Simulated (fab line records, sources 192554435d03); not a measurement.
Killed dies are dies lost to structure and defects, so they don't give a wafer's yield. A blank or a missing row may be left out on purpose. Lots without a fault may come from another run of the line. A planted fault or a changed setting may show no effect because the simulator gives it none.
fab line records | flow n5_finfet
record lots=5 wafers=15 last_day=18
route steps=1938 shown SD_EPI_P@306 BEOL_M4@1111 PASSIVATION@1936
lots that met no fault: from a run of the same line without faults
start_h: hours from the record's first day to the start of the lot's first wafer shown | wait_h: hours since the lot's step before | " the same as in the row above | L1.1+2: a row that stands for several wafers | - no value, or no start given | * or withheld: withheld | < > ~ a bound
route shown NAME@n: a module of which the file shows steps, and the number in the route of the first | usual: mean/standard deviation of fault-free wafers | same: alike in all rows | chamber/n: place in a boat | sites: the reading at each site | _std_site: their standard deviation | _edge_site: outer sites' mean less inner sites' | radius_mm: how far each site lies from the wafer's centre | mask NAME#n: copy n | behind: the tool/chamber that last shaped the wafer | hold: why the lot was held/for how many hours/how that ended | device: the transistor (n, p or np) that didn't switch | end of line: the same wafers' tests at the end of the route | a step without rows: its recipe alone | killed: dies lost to structure and defects at the first sort, not the wafer's yield | map: a wafer's dies, x killed, . not, _ none there
set.NAME: the setting as run; set.NAME@STEP: as run at that earlier step | model.NAME: the simulator's own value behind a step, which no gauge read
lots at some steps of the route; a table a step, a row a wafer
## steps
# step N5_SD_EPI_P_DESCUM_14
# recipe chemistry=O2 time_s=7.9 source_power_w=50 bias_power_w=20 pressure_mtorr=20 rf_frequency_hz=2.712e+07 temp_c=40 resist=CAR-ArF-block o2_flow_sccm=225
# step N5_SD_EPI_P_ETCH_36
# recipe chemistry=CF4 target=SiARC target_depth_a=455 mask_material=CAR-ArF-block time_s=75.8 ion_energy_ev=80 pressure_mtorr=40 source_w=545 bias_w=36 Ar_flow_sccm=100 cf4_flow_sccm=100 ends=cleared
# step N5_SD_EPI_P_ETCH_37
# recipe chemistry=N2/H2 target=SOC overetch_a=1080 mask_material=SiARC temp_c=40 ion_energy_ev=100 source_w=3000 bias_w=133 pressure_mtorr=20 time_s=486 n2_flow_sccm=200 h2_flow_sccm=200 ends=end_point
# step N5_SD_EPI_P_STRIP_38
# recipe chemistry=N2/H2 temp_c=40 n2_flow_sccm=200 h2_flow_sccm=200 rf_frequency_hz=6e+07
# step N5_SD_EPI_P_ETCHBACK_46
# recipe chemistry=CH3F/O2 mode=anisotropic_etchback target=SiNx target_depth_a=175 stop_on=SiO2 over_etch_frac=0.3 ion_energy_ev=120 pressure_mtorr=30 source_w=395 bias_w=73 Ar_flow_sccm=150 CH3F_flow_sccm=30 O2_flow_sccm=20
# step N5_SD_EPI_P_ETCH_47
# recipe chemistry=CH3F/O2 target=SiOCN target_depth_a=250 mask_material=SOC ion_energy_ev=60 bias_w=29 pressure_mtorr=30 source_w=410 Ar_flow_sccm=150 CH3F_flow_sccm=30 O2_flow_sccm=20
# step N5_SD_EPI_P_ETCH_16
# recipe chemistry=CHF3/O2 target=SiO2 target_depth_a=50 mask_material=SOC pressure_mtorr=30 source_w=650 bias_w=170 Ar_flow_sccm=200 CHF3_flow_sccm=50 O2_flow_sccm=5 ion_energy_ev=200
# step N5_SD_EPI_P_STRIP_50
# recipe chemistry=CHF3/O2 resist=SiARC rf_frequency_hz=6e+07
# step N5_SD_EPI_P_SD_RECESS_17
# recipe chemistry=HBr/Cl2/O2 target_depth_a=391 bt_time_s=3 pressure_mtorr=10 icp_w=800 bias_w=112 HBr_flow_sccm=150 Cl2_flow_sccm=80 O2_flow_sccm=12
# step N5_SD_EPI_P_WET_ETCH_45
# recipe chemistry=dHF dilution=withheld time_s=10.7 target=SiO2 target_depth_a=20 temp_c=25 dry=ipa_marangoni rinse_time_s=30 rinse_temp_c=23
# step N5_SD_EPI_P_STRIP_40
# recipe chemistry=N2/H2 power_w=1000 temp_c=250 h2_frac=0.65 overash_fraction=0.3 pressure_mtorr=withheld n2_flow_sccm=1750 h2_flow_sccm=3250
# usual drypump_motor_current_A=5.88/0.15 h2_flow_sccm=3250/11 heater_power_w=348/53 oes_product_au=0.762/0.011 temp_c=250.03/0.18
# columns lot.wafer tool chamber start_h wait_h drypump_motor_current_A h2_flow_sccm heater_power_w oes_product_au rf_hours_counter_h temp_c
L156.2 plasma_asher-01 1 121.54 0.0 - - - - - -
L156.4 " 1 " " - - - - - -
L156.6 " 1 " " - - - - - -
L157.3 plasma_asher-01 1 127.60 0.0 - - - - - -
L157.4 " 0 " " - - - - - -
L157.5 " 0 " " - - - - - -
L158.2 plasma_asher-02 1 137.79 0.0 - - - - - -
L158.3 " 1 " " - - - - - -
L158.4 " 0 " " - - - - - -
L160.1 plasma_asher-01 1 147.19 0.0 5.95 3250 279 0.752 50 250.18
L160.2 " 0 " " 5.99 3249 401 0.773 50 250.05
L160.4 " 1 " " 5.97 3229 278 0.770 - 250.35
L168.1 plasma_asher-02 0 194.15 0.0 5.68 3253 307 0.760 111 249.97
L168.2 " 1 " " 5.98 3259 401 0.762 111 249.86
L168.5 " 0 " " 5.67 3254 309 0.781 - 249.97
# step N5_SD_EPI_P_PRECLEAN_52
# recipe chemistry=O3/DIW time_s=60 temp_c=22 o3_ppm=10
# step N5_SD_EPI_P_SRD_20
# recipe dry=ipa_marangoni do_ppb=5 time_s=30 temp_c=23 rinse_liquid=diw
# step N5_SD_EPI_P_PRECLEAN_51
# recipe chemistry=NF3:NH3 afs_cycles=1 temp_c=30 time_s=20 sublimation_temp_c=180 sublimation_time_s=60 pressure_torr=3 rf_power_w=30
# step N5_SD_EPI_P_VAPOR_ETCH_44
# recipe chemistry=NF3/Ar target=SiGe30 temp_c=25 time_s=3.3 mode=isotropic
# step N5_SD_EPI_P_EPI_21
# recipe material=SiGe:B dopant=B temp_c=550 pressure_torr=20 ambient=H2 time_s=355
# step N5_SD_EPI_P_HM_STRIP_48
# recipe chemistry=H3PO4 temp_c=160 material=SiNx target=SiNx target_depth_a=30 overetch_fraction=0.3
# step N5_SD_EPI_P_SRD_49
# recipe dry=ipa_marangoni time_s=30 temp_c=23 rinse_liquid=diw
# step N5_SD_EPI_P_PRECLEAN_24
# recipe chemistry=O3/DIW time_s=45 temp_c=22 o3_ppm=10
# step N5_SD_EPI_P_PRECLEAN_32
# recipe chemistry=dHF time_s=10 dilution=500:1 temp_c=25
# step N5_SD_EPI_P_PRECLEAN_33
# recipe chemistry=SC2 time_s=45 temp_c=35 mix=1:1:50
# step N5_SD_EPI_P_SRD_25
# recipe time_s=30 temp_c=23 rinse_liquid=diw dry=ipa_marangoni
# step N5_SD_EPI_P_INSPECT_26
# recipe inspect_instrument=darkfield mode=post_epi
# usual raw_defect_count=172/37
# columns lot.wafer tool chamber start_h wait_h raw_defect_count
L156.2 defect_inspect-01 - 124.45 0.0 1430
L156.4 " - " " 1498
L156.6 " - " " 1454
L157.3 defect_inspect-02 - 131.31 0.0 1513
L157.4 " - " " 1408
L157.5 " - " " 1480
L158.2 defect_inspect-01 - 140.68 0.0 1475
L158.3 " - " " 1355
L158.4 " - " " 1391
L160.1 defect_inspect-02 - 150.21 0.0 199
L160.2 " - " " 235
L160.4 " - " " 234
L168.1 defect_inspect-02 - 197.95 0.1 176
L168.2 " - " " 182
L168.5 " - " " 156
# step N5_BEOL_M4_RC_MEAS_101
# usual DIBL_N=37.0/2.3 DIBL_P=37.3/2.8 IOFF_N=0.17/0.046 IOFF_P=0.23/0.054 ION_N=675/14 ION_P=460/9.3 SS_N=71.7/0.73 SS_P=73.6/0.95 VT_N=249/3.9 VT_P=-250/3.9
# columns lot.wafer tool chamber start_h wait_h DIBL_N[mV/V] DIBL_P[mV/V] IOFF_N[nA/um] IOFF_P[nA/um] ION_N[uA/um] ION_P[uA/um] SS_N[mV/dec] SS_P[mV/dec] VT_N[mV] VT_P[mV]
L160.1 prober-01 0 275.30 0.0 38.0 38.8 0.17 0.22 671 458 71.5 73.4 249 -253
L160.2 " 0 " " 36.8 37.0 0.16 0.20 687 464 71.2 73.2 249 -253
L160.4 " 0 " " 38.4 38.4 0.18 0.21 684 464 72.2 73.4 248 -252
L168.1 prober-01 0 317.82 0.0 38.0 41.1 0.18 0.23 674 454 72.3 74.7 250 -254
L168.2 " 0 " " 38.0 40.4 0.19 0.21 681 459 72.0 73.8 250 -251
L168.5 " 0 " " 37.7 39.3 0.19 0.20 666 449 72.0 74.9 249 -256
# step N5_PASSIVATION_PROBE_49
# usual defect_limited_yield=91.5/1.3 killed_at_M0_to_M3=36/10 killed_at_M4_up=13/4.7 killed_at_contacts=13/6.7 killed_at_front_end=37/9.7 killed_at_other=2.6/2.3 killed_dies=101/15 killed_on_rim=14/4.3 killed_open=67/12 killed_short=32/6.7 sort_bin_5_function=5.0/0.89 sort_bin_6_memory=3.2/0.63 sort_n_pass=1079/16 sort_yield_pct=91.4/1.4
# same gross_dies=1180 killed_at_back_side=0 sort_bin_4_leakage[%]=0 sort_bin_8_speed[%]=0
# columns lot.wafer tool chamber start_h wait_h defect_limited_yield[%] killed_at_M0_to_M3 killed_at_M4_up killed_at_contacts killed_at_front_end killed_at_other killed_dies killed_on_rim killed_open killed_short sort_bin_5_function[%] sort_bin_6_memory[%] sort_n_pass sort_yield_pct[%]
L156.2 prober-02 - 349.44 0.1 0 47 16 23 1094 0 1180 152 82 37 95.8 3.8 0 0
L156.4 prober-02 - 349.54 0.2 0 34 21 14 1109 2 1180 152 68 30 95.5 4.1 0 0
L156.6 prober-02 - 349.64 0.3 0 34 22 17 1106 1 1180 152 71 31 96.4 3.1 0 0
L157.3 prober-01 - 364.15 0.1 0 45 11 7 1114 3 1180 152 71 35 96.6 3.2 0 0
L157.4 prober-01 - 364.20 0.2 0 53 8 13 1103 3 1180 152 69 38 96.7 3.1 0 0
L157.5 prober-01 - 364.25 0.2 0 30 12 8 1126 4 1180 152 62 38 96.0 3.8 0 0
L158.2 prober-02 - 368.38 0.1 0 24 7 10 1127 12 1180 152 64 25 96.4 3.4 0 0
L158.3 prober-02 - 368.43 0.1 0 37 10 8 1119 6 1180 152 63 33 97.0 2.8 0 0
L158.4 prober-02 - 368.48 0.2 0 30 7 4 1135 4 1180 152 50 27 97.4 2.5 0 0
# killed by level:class
L156.2 SD_EPI_P:area_epi=1060 MOL_CONTACT_COAG:geometric_particle:open=17 STI_FIN_REVEAL:geometric_particle:open=14 BEOL_M0_SAQP:geometric_particle:short=12 BEOL_M0_SAQP:geometric_particle:open=11 BEOL_M4:geometric_particle:open=8 BEOL_M3:geometric_particle:open=8 MOL_CONTACT_COAG:geometric_particle:short=6
L156.4 SD_EPI_P:area_epi=1081 MOL_CONTACT_COAG:geometric_particle:open=10 BEOL_M0_SAQP:geometric_particle:short=9 BEOL_M3:geometric_particle:open=9 STI_FIN_REVEAL:geometric_particle:open=8 BEOL_M4:geometric_particle:open=8 BEOL_M2:geometric_particle:open=6 DUMMY_GATE:geometric_particle:open=5
L156.6 SD_EPI_P:area_epi=1072 BEOL_M4:geometric_particle:open=16 MOL_CONTACT_COAG:geometric_particle:open=14 STI_FIN_REVEAL:geometric_particle:open=8 BEOL_M2:geometric_particle:open=7 BEOL_M2:geometric_particle:short=6 BEOL_M1:geometric_particle:open=5 BEOL_M0_SAQP:geometric_particle:open=4
L157.3 SD_EPI_P:area_epi=1072 BEOL_M0_SAQP:geometric_particle:open=13 BEOL_M0_SAQP:geometric_particle:short=12 FIN_SAQP:geometric_particle:open=11 DUMMY_GATE:geometric_particle:open=8 MOL_CONTACT_COAG:geometric_particle:open=7 BEOL_M1:geometric_particle:open=7 FIN_SAQP:geometric_particle:short=6
L157.4 SD_EPI_P:area_epi=1071 BEOL_M0_SAQP:geometric_particle:open=20 BEOL_M0_SAQP:geometric_particle:short=13 MOL_CONTACT_COAG:geometric_particle:open=11 BEOL_M1:geometric_particle:open=7 BEOL_M2:geometric_particle:open=6 FIN_SAQP:geometric_particle:short=5 STI_FIN_REVEAL:geometric_particle:open=5
L157.5 SD_EPI_P:area_epi=1078 FIN_SAQP:geometric_particle:open=10 BEOL_M0_SAQP:geometric_particle:short=9 BEOL_M4:geometric_particle:open=8 DUMMY_GATE:geometric_particle:open=7 STI_FIN_REVEAL:geometric_particle:open=6 BEOL_M0_SAQP:geometric_particle:open=6 BEOL_M1:geometric_particle:open=5
L158.2 SD_EPI_P:area_epi=1090 MOL_CONTACT_COAG:geometric_particle:open=9 FIN_SAQP:geometric_particle:short=7 BEOL_M3:geometric_particle:open=7 STI_FIN_REVEAL:geometric_particle:open=6 FIN_SAQP:geometric_particle:open=5 BEOL_M2:geometric_particle:open=5 DUMMY_GATE:geometric_particle:open=4
L158.3 SD_EPI_P:area_epi=1081 BEOL_M3:geometric_particle:open=10 FIN_SAQP:geometric_particle:short=8 STI_FIN_REVEAL:geometric_particle:open=8 DUMMY_GATE:geometric_particle:open=7 BEOL_M1:geometric_particle:open=7 MOL_CONTACT_COAG:geometric_particle:open=6 DUMMY_GATE:geometric_particle:short=5
L158.4 SD_EPI_P:area_epi=1100 STI_FIN_REVEAL:geometric_particle:open=8 BEOL_M1:geometric_particle:open=8 FIN_SAQP:geometric_particle:short=6 DUMMY_GATE:geometric_particle:open=6 BEOL_M2:geometric_particle:open=6 BEOL_M3:geometric_particle:open=5 BEOL_M0_SAQP:geometric_particle:open=4
# map L156.2 (x killed, . not)
_________________xxxxxxxxxxxx________________
______________xxxxxxxxxxxxxxxxxx_____________
___________xxxxxxxxxxxxxxxxxxxxxxxx__________
__________xxxxxxxxxxxxxxxxxxxxxxxxxx_________
________xxxxxxxxxxxxxxxxxxxxxxxxxxxxxx_______
_______xxxxxxxxxxxxxxxxxxxxxxxxxxxxxxxx______
______xxxxxxxxxxxxxxxxxxxxxxxxxxxxxxxxxx_____
_____xxxxxxxxxxxxxxxxxxxxxxxxxxxxxxxxxxxx____
____xxxxxxxxxxxxxxxxxxxxxxxxxxxxxxxxxxxxxx___
___xxxxxxxxxxxxxxxxxxxxxxxxxxxxxxxxxxxxxxxx__
___xxxxxxxxxxxxxxxxxxxxxxxxxxxxxxxxxxxxxxxx__
__xxxxxxxxxxxxxxxxxxxxxxxxxxxxxxxxxxxxxxxxxx_
__xxxxxxxxxxxxxxxxxxxxxxxxxxxxxxxxxxxxxxxxxx_
_xxxxxxxxxxxxxxxxxxxxxxxxxxxxxxxxxxxxxxxxxxxx
_xxxxxxxxxxxxxxxxxxxxxxxxxxxxxxxxxxxxxxxxxxxx
_xxxxxxxxxxxxxxxxxxxxxxxxxxxxxxxxxxxxxxxxxxxx
_xxxxxxxxxxxxxxxxxxxxxxxxxxxxxxxxxxxxxxxxxxxx
_xxxxxxxxxxxxxxxxxxxxxxxxxxxxxxxxxxxxxxxxxxxx
_xxxxxxxxxxxxxxxxxxxxxxxxxxxxxxxxxxxxxxxxxxxx
_xxxxxxxxxxxxxxxxxxxxxxxxxxxxxxxxxxxxxxxxxxxx
_xxxxxxxxxxxxxxxxxxxxxxxxxxxxxxxxxxxxxxxxxxxx
__xxxxxxxxxxxxxxxxxxxxxxxxxxxxxxxxxxxxxxxxxx_
__xxxxxxxxxxxxxxxxxxxxxxxxxxxxxxxxxxxxxxxxxx_
___xxxxxxxxxxxxxxxxxxxxxxxxxxxxxxxxxxxxxxxx__
___xxxxxxxxxxxxxxxxxxxxxxxxxxxxxxxxxxxxxxxx__
____xxxxxxxxxxxxxxxxxxxxxxxxxxxxxxxxxxxxxx___
_____xxxxxxxxxxxxxxxxxxxxxxxxxxxxxxxxxxxx____
______xxxxxxxxxxxxxxxxxxxxxxxxxxxxxxxxxx_____
_______xxxxxxxxxxxxxxxxxxxxxxxxxxxxxxxx______
________xxxxxxxxxxxxxxxxxxxxxxxxxxxxxx_______
__________xxxxxxxxxxxxxxxxxxxxxxxxxx_________
___________xxxxxxxxxxxxxxxxxxxxxxxx__________
______________xxxxxxxxxxxxxxxxxx_____________
_________________xxxxxxxxxxxx________________
# map L157.3 (x killed, . not)
_________________xxxxxxxxxxxx________________
______________xxxxxxxxxxxxxxxxxx_____________
___________xxxxxxxxxxxxxxxxxxxxxxxx__________
__________xxxxxxxxxxxxxxxxxxxxxxxxxx_________
________xxxxxxxxxxxxxxxxxxxxxxxxxxxxxx_______
_______xxxxxxxxxxxxxxxxxxxxxxxxxxxxxxxx______
______xxxxxxxxxxxxxxxxxxxxxxxxxxxxxxxxxx_____
_____xxxxxxxxxxxxxxxxxxxxxxxxxxxxxxxxxxxx____
____xxxxxxxxxxxxxxxxxxxxxxxxxxxxxxxxxxxxxx___
___xxxxxxxxxxxxxxxxxxxxxxxxxxxxxxxxxxxxxxxx__
___xxxxxxxxxxxxxxxxxxxxxxxxxxxxxxxxxxxxxxxx__
__xxxxxxxxxxxxxxxxxxxxxxxxxxxxxxxxxxxxxxxxxx_
__xxxxxxxxxxxxxxxxxxxxxxxxxxxxxxxxxxxxxxxxxx_
_xxxxxxxxxxxxxxxxxxxxxxxxxxxxxxxxxxxxxxxxxxxx
_xxxxxxxxxxxxxxxxxxxxxxxxxxxxxxxxxxxxxxxxxxxx
_xxxxxxxxxxxxxxxxxxxxxxxxxxxxxxxxxxxxxxxxxxxx
_xxxxxxxxxxxxxxxxxxxxxxxxxxxxxxxxxxxxxxxxxxxx
_xxxxxxxxxxxxxxxxxxxxxxxxxxxxxxxxxxxxxxxxxxxx
_xxxxxxxxxxxxxxxxxxxxxxxxxxxxxxxxxxxxxxxxxxxx
_xxxxxxxxxxxxxxxxxxxxxxxxxxxxxxxxxxxxxxxxxxxx
_xxxxxxxxxxxxxxxxxxxxxxxxxxxxxxxxxxxxxxxxxxxx
__xxxxxxxxxxxxxxxxxxxxxxxxxxxxxxxxxxxxxxxxxx_
__xxxxxxxxxxxxxxxxxxxxxxxxxxxxxxxxxxxxxxxxxx_
___xxxxxxxxxxxxxxxxxxxxxxxxxxxxxxxxxxxxxxxx__
___xxxxxxxxxxxxxxxxxxxxxxxxxxxxxxxxxxxxxxxx__
____xxxxxxxxxxxxxxxxxxxxxxxxxxxxxxxxxxxxxx___
_____xxxxxxxxxxxxxxxxxxxxxxxxxxxxxxxxxxxx____
______xxxxxxxxxxxxxxxxxxxxxxxxxxxxxxxxxx_____
_______xxxxxxxxxxxxxxxxxxxxxxxxxxxxxxxx______
________xxxxxxxxxxxxxxxxxxxxxxxxxxxxxx_______
__________xxxxxxxxxxxxxxxxxxxxxxxxxx_________
___________xxxxxxxxxxxxxxxxxxxxxxxx__________
______________xxxxxxxxxxxxxxxxxx_____________
_________________xxxxxxxxxxxx________________
## key
first_sign step=N5_SD_EPI_P_STRIP_40 reading=tool_record direction=missing
effect step=N5_SD_EPI_P_INSPECT_26 reading=raw_defect_count direction=up sigmas=34 usual=172 struck=1445
effect step=N5_PASSIVATION_PROBE_49 reading=killed_at_front_end direction=up sigmas=99+ usual=37 struck=1115
more_kills_born_at N5_SD_EPI_P_EPI_21@epi_rpcvd-01=9705
met_at N5_SD_EPI_P_STRIP_40
struck_wafers L156.2,L156.4,L156.6,L157.3,L157.4,L157.5,L158.2,L158.3,L158.4
later_rows_left_out L156.2,L156.4,L156.6,L157.3,L157.4,L157.5,L158.2,L158.3,L158.4
fault kind=skipped_step_whole tool=plasma_asher-01,plasma_asher-02 chamber=- onset_h=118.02 steps=N5_SD_EPI_P_STRIP_40 scope=struck_lots_only
# later_rows_left_out: the simulator's readings of these wafers behind a module that went badly wrong aren't trusted and aren't shown, but for the sort
